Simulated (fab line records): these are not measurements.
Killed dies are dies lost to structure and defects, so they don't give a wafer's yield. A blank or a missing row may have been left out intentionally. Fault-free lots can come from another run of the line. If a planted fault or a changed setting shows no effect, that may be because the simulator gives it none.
A lot that was struck, set against a sound lot || flow n5Finfet || 22 out of 1938 route steps
Sound: the wafers L808.1, L808.3, L808.4. Struck: wafers L807.1, L807.3, L807.5. Last of all comes the cause.
At each step with rows: each side's tool, then ch and its chambers, then its first start. Under that, the readings that differ: sound wafers || struck wafers || difference of the means || sigmas: that difference in standard deviations of wafers without a fault.
alike: same words and numbers on both sides, and readings whose means sit less than 2 such deviations apart. not compared: any withheld reading, any reading some wafer has no value for, any bound like >300 that may hide the same value, and any number with overlapping values for which the record gives no deviation.
The two part at a step that has a row with sigmas, a row that says differs or no value, or rows on one side only. When numbers do not overlap yet have no deviation, they are printed without sigmas and do not part them. Lack of a reading on every wafer of one side parts them only where that side has two or more wafers.

first, 8 steps without rows for these wafers: N5_FIN_SAQP_ETCH_34 (etches SiO2 in C4F6/O2, target depth 45 nm, time 15 s); N5_FIN_SAQP_STRIP_77 (strips in N2/H2, time 90 s); N5_FIN_SAQP_ETCH_64 (etches SiO2 in CF4, target depth 1.5 nm); N5_FIN_SAQP_FIN_ETCH_36 (etches the open film in HBr/Cl2/O2, target depth 120 nm, time 50.4 s); N5_FIN_SAQP_PRECLEAN_38 (cleans in O3/DIW, time 45 s); N5_FIN_SAQP_PRECLEAN_45 (cleans in dHF, time 10 s); N5_FIN_SAQP_SRD_39 (time 30 s); N5_FIN_CUT_COAT_18 (time 60 s, resist thk 230 nm).
N5_FIN_CUT_COAT_19: time 60 s, resist thk 20 nm.
  sound on lithoTrack-02 ch 0, day 6 15:51; struck on lithoTrack-04 ch 0, day 6 08:14
{"reading": "spinSpeedRpm (rpm)", "sound": "1500.8 1500.7 1501.9", "struck": "1534.8 1533.2 1534.4", "difference": "+33.0", "sigmas": "+30"}
then, 9 steps without rows for these wafers: N5_FIN_CUT_COAT_29 (time 60 s, resist thk 10 nm); N5_FIN_CUT_COAT_02 (resist thk 30 nm); N5_FIN_CUT_EBR_04; N5_FIN_CUT_SOFTBAKE_03 (time 60 s); N5_FIN_CUT_EXPOSE_05 (exposes mask FIN CUT); N5_FIN_CUT_PEB_06 (peb time 60 s); N5_FIN_CUT_DEVELOP_07 (develop time 30 s); N5_FIN_CUT_DESCUM_13 (chemistry O2, time 7 s); N5_FIN_CUT_ETCH_30 (etches underlayer in N2/H2, target depth 13 nm, time 10.4 s).
N5_FIN_CUT_ETCH_20: etches SiARC in CF4, target depth 26 nm, time 43.3 s.
  sound on rieDiel-04 ch 0,1,3, day 6 16:24; struck on rieDiel-02 ch 1,2,3, day 6 08:50
{"reading": "model.etch.depthNm (nm)", "sound": "20 20.08 20.07", "struck": "19.67 19.65 19.7", "difference": -0.38, "sigmas": ""}
  alike: drypumpMotorCurrentA, etchRfOnTimeS, oesProductAu, rfVppV, showerheadPlenumPTorr, throttleValvePct
  not compared: rfHoursCounterH
N5_FIN_CUT_ETCH_21: etches SOC in N2/H2, target depth 219 nm, overetch 43.8 nm, time 523.5 s.
  sound on rieDiel-04 ch 0,1,3, day 6 16:26; struck on rieDiel-02 ch 1,2,3, day 6 08:53
  alike: drypumpMotorCurrentA, oesProductAu, rfVppV, showerheadPlenumPTorr, throttleValvePct
  not compared: rfHoursCounterH, model.SiARC_of_FIN_CUT_COAT_19.thkNm
then, 1 step without rows for these wafers: N5_FIN_CUT_STRIP_23 (strips in N2/H2).
-- a jump in the record: the struck wafers' starts before and after are 6 days apart (it breaks off in module FIN_CUT and resumes in module BEOL_M4, where the first step shown is number 1111 of the route) --
N5_BEOL_M4_RC_MEAS_101:
  sound on prober-01 ch 0, day 12 19:35; struck on prober-01 ch 0, day 12 05:49
  alike: DIBL_N, DIBL_P, IOFF_N, IOFF_P, ION_N, ION_P, SS_N, SS_P, VT_N, VT_P

## WHERE THEY PART
Within this record, at N5_FIN_CUT_COAT_19 only. Later steps at which nothing parts them and some readings are alike: N5_FIN_CUT_ETCH_20, N5_FIN_CUT_ETCH_21, N5_BEOL_M4_RC_MEAS_101.

WHY: what had been put in by the simulator
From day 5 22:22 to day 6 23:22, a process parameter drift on lithoTrack-04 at N5_FIN_CUT_COAT_19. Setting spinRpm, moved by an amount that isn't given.
